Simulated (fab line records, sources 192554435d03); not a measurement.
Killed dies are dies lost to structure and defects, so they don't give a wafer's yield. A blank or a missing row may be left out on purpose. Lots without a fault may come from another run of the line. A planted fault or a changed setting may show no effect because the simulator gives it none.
Which tool did it? | flow n5_finfet | 11 lots, 33 wafers sampled, at 1 step of a route of 1938

WHAT THE GAUGES READ, wafer by wafer
N5_FIN_SAQP_THK_MEAS_05.
lot  | measured    | on            | thk_nm (nm)
L075 | day 2 03:14 | film_metro-02 | 37.8 37.9 38.1
L078 | day 2 22:21 | film_metro-01 | 38.2 37.5 38.6
L080 | day 3 09:41 | film_metro-02 | 37.9 37.1 37.4
L082 | day 3 21:52 | film_metro-01 | 37.5 37.4 38.2
L084 | day 4 08:35 | film_metro-02 | 37.5 37.9 37.9
L086 | day 4 23:22 | film_metro-02 | 37.3 37.4 38.3
L088 | day 5 08:34 | film_metro-02 | 38.0 38.1 37.5
L090 | day 5 20:58 | film_metro-01 | 37.4 37.6 37.4
L092 | day 6 08:37 | film_metro-02 | 37.1 37.2 37.7
L095 | day 7 03:00 | film_metro-02 | 38.5 37.4 38.6
L097 | day 7 18:15 | film_metro-02 | 37.7 38.3 38.8

WHICH TOOL RAN EACH LOT (tool, then ch and the chambers of the sampled wafers, then the start)
The record holds no process step before these readings.

THE ANSWER, worked out from the rows above alone
Rule: what is usual is taken from the lots themselves. Put in order of their means at a reading, lots are off if they are a third of the lots or fewer, leave a main group of 4 or more, and stand apart from it by a gap of 3 or more times the standard deviation of the main group's means; of several such gaps the widest counts. A main group whose means are all the same, to the digits that the tables above print for the reading, isn't used. A lot without any number at a reading at which 4 lots or more have one is off too. The other lots that the step has rows for count as sound.
No lot is off at any reading shown: from this, nothing can be told.

WHAT THE SIMULATOR HAD PUT IN
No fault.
